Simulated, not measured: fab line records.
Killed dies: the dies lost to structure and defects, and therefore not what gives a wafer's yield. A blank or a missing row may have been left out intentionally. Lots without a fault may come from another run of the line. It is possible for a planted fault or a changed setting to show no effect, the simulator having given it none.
A lot that was struck, set against a sound lot -- flow n5-finfet -- 39 steps out of a route of 1938
Sound: these wafers, L183.3, L183.4, L183.5. Struck: wafers L168.1, L168.4, L168.6. The cause is given at the end.
Per side, at each step with rows, come the tool, then ch with its chambers, and then its first start. Under that, the readings that differ: sound wafers -- struck wafers -- difference of the means -- sigmas: that difference in standard deviations of wafers without a fault.
alike: words and numbers the same on both sides, and readings whose means are apart by under 2 such deviations; not compared: readings that were withheld, readings missing a value for some wafer, numbers with overlapping values and no deviation given by the record, and bounds like >300 which may hide the same value.
Wherever a step has rows on one side only, a row that says differs or no value, or a row with sigmas, the two part there. Non-overlapping numbers with no deviation appear without sigmas and do not part them. Lack of a reading on every wafer of one side parts them only where that side has two or more wafers.

first, 9 steps without rows for these wafers: N5_SDB_CMP_30 (polishes, stops on poly-Si, t overpolish 1.54 s, target thk 30 nm); N5_DUMMY_REMOVAL_HM_STRIP_01 (strips SiNx in CH3F/O2, stops on poly-Si, target depth 4 nm, time 6.8 s); N5_DUMMY_REMOVAL_STRIP_10 (strips in N2/H2, time 40 s); N5_DUMMY_REMOVAL_PRECLEAN_07 (cleans in dHF, time 30 s); N5_DUMMY_REMOVAL_DUMMY_REMOVE_02 (chemistry TMAH, target poly-Si, stops on SiO2, target depth 142 nm, time 57 s, rinse time 30 s); N5_DUMMY_REMOVAL_PRECLEAN_08 (cleans in NF3:NH3, afs cycles 2, time 20 s, sublimation time 60 s); N5_DUMMY_REMOVAL_PRECLEAN_04 (cleans in DHF, time 37 s); N5_DUMMY_REMOVAL_SRD_05 (time 30 s); N5_HKMG_FIN_IL_REGROW_00 (material SiO2, chemistry O3, target thk 0.75 nm, time 30 s).
N5_HKMG_FIN_HK_ALD_01: deposits HfO2, target thk 1.6 nm, pulse time 3 s, purge time 3 s.
  sound on ald-hk-02 ch 0,2,3, day 9 19:10; struck on ald-hk-03 ch 1,2,3, day 6 02:27
  alike: precursor-pulse-height-rel
then, 26 steps without rows for these wafers: N5_HKMG_FIN_HK_ANNEAL_02 (time 30 s); N5_HKMG_FIN_ALD_74 (deposits La2O3, target thk 0.5 nm, pulse time 6 s, co reactant pulse time 1 s); N5_HKMG_FIN_ALD_75 (deposits Al2O3, target thk 1 nm, co reactant pulse time 1 s); N5_HKMG_FIN_COAT_41 (time 60 s, resist thk 300 nm); N5_HKMG_FIN_COAT_42 (time 60 s, resist thk 35 nm); N5_HKMG_FIN_COAT_43 (resist thk 90 nm); N5_HKMG_FIN_EBR_45; N5_HKMG_FIN_SOFTBAKE_44 (time 60 s); N5_HKMG_FIN_EXPOSE_46 (exposes mask NDIPOLE); N5_HKMG_FIN_PEB_47 (peb time 60 s); N5_HKMG_FIN_DEVELOP_48 (develop time 30 s); N5_HKMG_FIN_DESCUM_53 (chemistry O2, time 7.9 s); N5_HKMG_FIN_ETCH_54 (etches SiARC in CF4, target depth 45.5 nm, time 75.8 s); N5_HKMG_FIN_ETCH_55 (etches SOC in N2/H2, target depth 240 nm, time 300 s); N5_HKMG_FIN_STRIP_56 (strips in N2/H2); N5_HKMG_FIN_STRIP_57 (strips in CF4); N5_HKMG_FIN_ETCH_58 (etches SOC in N2/H2, target depth 215.8 nm, time 741 s); N5_HKMG_FIN_STRIP_93 (strips SOC in N2/H2, time 20 s); N5_HKMG_FIN_WET_ETCH_76 (etches Al2O3 in dNH4OH, stops on La2O3, target depth 2.25 nm, rinse time 30 s); N5_HKMG_FIN_STRIP_60 (strips in N2/H2, time 360 s); N5_HKMG_FIN_WET_ETCH_77 (etches La2O3 in dHCl, stops on HfO2, target depth 2 nm); N5_HKMG_FIN_WET_ETCH_78 (etches Al2O3 in dNH4OH, stops on La2O3, target depth 4.5 nm, rinse time 30 s); N5_HKMG_FIN_ALD_79 (deposits TiN, target thk 1.5 nm, pulse time 1 s, purge time 3 s); N5_HKMG_FIN_CVD_62 (deposits a-Si from Si2H6, target thk 3 nm, time 20.8 s); N5_HKMG_FIN_RTA_80 (time 2 s); N5_HKMG_FIN_PRECLEAN_64 (cleans in dHF, time 30 s).
N5_HKMG_FIN_THK_MEAS_70: measures by xrf.
  struck on film-metro-02, day 6 06:01; sound on film-metro-01, day 9 22:37
reading,sound,struck,difference,sigmas
HK_THK (nm),1.590 1.597 1.602,1.342 1.321 1.319,-0.269,-14
-- the record jumps here: 4 days lie between the struck wafers' starts before and after (it left off in module HKMG_FIN and takes up again in module BEOL_M4, whose first step shown is number 1111 of the route) --
N5_BEOL_M4_RC_MEAS_101:
  sound on prober-01 ch 0, day 13 18:26; struck on prober-02 ch 0, day 9 19:02
  alike: DIBL_N, DIBL_P, IOFF_N, IOFF_P, ION_N, ION_P, SS_N, SS_P, VT_N, VT_P
following that, these wafers have no rows for 1 step: N5_PASSIVATION_PROBE_49.

== WHERE THEY PART ==
Only at N5_HKMG_FIN_THK_MEAS_70, as far as this record shows. Later steps at which nothing parts them and some readings are alike: N5_BEOL_M4_RC_MEAS_101.

WHY: what the simulator had put in
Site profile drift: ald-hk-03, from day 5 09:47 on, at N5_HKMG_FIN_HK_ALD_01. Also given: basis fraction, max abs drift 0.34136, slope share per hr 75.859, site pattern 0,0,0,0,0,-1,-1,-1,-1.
